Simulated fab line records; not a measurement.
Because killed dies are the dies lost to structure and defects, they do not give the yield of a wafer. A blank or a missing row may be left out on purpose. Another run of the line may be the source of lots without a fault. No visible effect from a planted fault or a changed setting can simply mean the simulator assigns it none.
Matching of chambers | flow n5Finfet | 4 sister chambers for N5_MOL_CONTACT_COAG_ETCH_110 on rieDiel-05
The step etches Si in CF4/O2, target depth 2.5 nm, time 8 s. 14 wafers are shown with their chamber, then 7 later ones without.

WAFERS PAIRED WITH THEIR CHAMBERS
wafer  | chamber | showerheadPlenumPTorr (Torr) | drypumpMotorCurrentA (A) | oes_o_777_au (a.u.)
L079.1 | 2       | 2.30                         | 5.3                      | 0.70
L079.4 | 3       | 2.13                         | 5.5                      | 0.71
L079.6 | 0       | 2.12                         | 5.1                      | 0.74
L080.1 | 0       | 2.12                         | 5.1                      | 0.74
L080.3 | 3       | 2.13                         | 5.4                      | 0.71
L080.6 | 1       | 2.22                         | 6.2                      | 0.82
L083.2 | 0       | 2.12                         | 5.1                      | 0.74
L083.5 | 3       | 2.13                         | 5.4                      | 0.71
L083.6 | 2       | 2.29                         | 5.3                      | 0.70
L085.1 | 0       | 2.12                         | 5.2                      | 0.73
L085.2 | 1       | 2.21                         | 6.2                      | 0.81
L085.4 | 3       | 2.13                         | 5.4                      | 0.70
L088.1 | 0       | 2.11                         | 5.1                      | 0.72
L088.2 | 2       | 2.29                         | 5.2                      | 0.70

SIGNATURES (averages over the wafers above)
reading               | chamber 0 | chamber 1 | chamber 2 | chamber 3 | scatter within a chamber
showerheadPlenumPTorr | 2.1180    | 2.2150    | 2.2933    | 2.1300    | 0.00443
drypumpMotorCurrentA  | 5.120     | 6.200     | 5.267     | 5.425     | 0.0471
oes_o_777_au          | 0.7340    | 0.8150    | 0.7000    | 0.7075    | 0.00667
Rule: for a wafer and a chamber, the distance is found by dividing, reading by reading, the gap between the wafer's reading and the chamber's mean by the reading's scatter, squaring, summing and taking the root. If the next closest chamber is less than 2 further off than the closest, the wafer can't be placed; otherwise it belongs to the closest. The scatter: take each reading less its chamber's mean, square it, sum over the shown wafers, divide by the number of wafers less the number of chambers, and take the root.

WAFERS WITHOUT THEIR CHAMBER
wafer  | showerheadPlenumPTorr (Torr) | drypumpMotorCurrentA (A) | oes_o_777_au (a.u.)
L088.6 | 2.13                         | 5.4                      | 0.69
L093.3 | 2.11                         | 5.1                      | 0.72
L093.4 | 2.21                         | 6.2                      | 0.80
L093.6 | 2.29                         | 5.3                      | 0.69
L096.2 | 2.12                         | 5.5                      | 0.69
L096.3 | 2.29                         | 5.3                      | 0.68
L096.4 | 2.11                         | 5.1                      | 0.72

WHICH CHAMBER EACH WENT THROUGH
wafer  | from the rows above | in truth
L088.6 | 3                   | 3
L093.3 | 0                   | 0
L093.4 | 1                   | 1
L093.6 | 2                   | 2
L096.2 | 3                   | 3
L096.3 | 2                   | 2
L096.4 | 0                   | 0
Correct placement for 7 of the 7. From these rows, 0 cannot be placed. 0 placed wrongly.
